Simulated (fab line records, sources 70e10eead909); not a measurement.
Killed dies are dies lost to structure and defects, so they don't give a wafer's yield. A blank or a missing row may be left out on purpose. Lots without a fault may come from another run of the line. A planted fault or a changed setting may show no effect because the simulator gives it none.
Chamber matching | flow nand_harc | NHARC_A_CHANNEL_HOLE_D1_DEP_01 on pecvd-02: 3 sister chambers
The step deposits SiON, target thk 140 nm. 3 wafers are shown with their chamber, then 7 later ones without.

WAFERS WITH THEIR CHAMBER
wafer  | chamber | showerhead_vpp_V (V)
L955.6 | 1       | 1087
L956.1 | 0       | 1024
L956.2 | 2       | 1171

WAFERS WITHOUT THEIR CHAMBER
wafer  | showerhead_vpp_V (V)
L956.4 | 1031
L959.2 | 1199
L959.3 | 1105
L959.4 | 1178
L962.2 | 1166
L962.3 | 1034
L962.5 | 1089

WHICH CHAMBER EACH WENT THROUGH
wafer  | from the rows above | in truth
L956.4 | 0                   | 0
L959.2 | 2                   | 2
L959.3 | 1                   | 1
L959.4 | 2                   | 2
L962.2 | 2                   | 2
L962.3 | 0                   | 0
L962.5 | 1                   | 1
Placed correctly: 7 of 7. Can't be placed from these rows: 0. Placed wrongly: 0.
How it was worked out, from the rows above alone: a wafer's distance from a chamber is the root of the sum, over the readings, of the square of ((its reading less the chamber's mean) divided by the reading's scatter). The wafer belongs to the nearest chamber; if the next one is less than 2 further off, it can't be placed. A chamber's mean is the mean of its shown wafers. The scatter: with one shown wafer a chamber, the root of the mean of the squares of how far each hidden wafer lies from its nearest shown one.
